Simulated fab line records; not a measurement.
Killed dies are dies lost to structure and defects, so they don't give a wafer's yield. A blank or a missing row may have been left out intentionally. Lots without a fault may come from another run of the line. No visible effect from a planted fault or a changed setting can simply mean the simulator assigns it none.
Matching of chambers / flow nandHarc / NHARC_A_DECK1_JOINT_ETCHBACK_07 on rieSi-04 has 4 sister chambers
The step etches the open film in HBr, target depth 105 nm, time 26.9 s. 4 wafers are shown with their chamber, then 7 later ones without.

EACH WAFER AND ITS CHAMBER
wafer=L080.6; chamber=1; oesProductAu (a.u.)=1.015
wafer=L082.5; chamber=2; oesProductAu (a.u.)=1.011
wafer=L085.2; chamber=0; oesProductAu (a.u.)=1.024
wafer=L085.3; chamber=3; oesProductAu (a.u.)=0.993

WAFERS MISSING THEIR CHAMBER
wafer=L085.5; oesProductAu (a.u.)=0.992
wafer=L086.2; oesProductAu (a.u.)=0.992
wafer=L086.4; oesProductAu (a.u.)=0.987
wafer=L086.5; oesProductAu (a.u.)=0.993
wafer=L090.1; oesProductAu (a.u.)=1.006
wafer=L090.3; oesProductAu (a.u.)=0.990
wafer=L090.5; oesProductAu (a.u.)=1.008

WHICH CHAMBER EACH ONE RAN IN
wafer=L085.5; from the rows above=3; in truth=3
wafer=L086.2; from the rows above=3; in truth=3
wafer=L086.4; from the rows above=3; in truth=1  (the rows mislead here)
wafer=L086.5; from the rows above=3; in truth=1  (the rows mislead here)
wafer=L090.1; from the rows above=can't be placed: 2 or 1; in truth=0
wafer=L090.3; from the rows above=3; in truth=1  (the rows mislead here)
wafer=L090.5; from the rows above=can't be placed: 2 or 1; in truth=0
Correctly placed: 2 of 7. Not placeable from these rows: 2 (in 0, the candidates include the true chamber). Number placed wrongly: 3.
How it was worked out, from the rows above alone: a wafer's distance from a chamber is the root of the sum, over the readings, of the square of ((its reading less the chamber's mean) divided by the reading's scatter). The wafer belongs to the nearest chamber; if the next one is less than 2 further off, it can't be placed. The mean given for a chamber averages the wafers shown for that chamber. The scatter: root of mean squared gap, hidden wafer to nearest shown wafer, with one shown wafer a chamber.
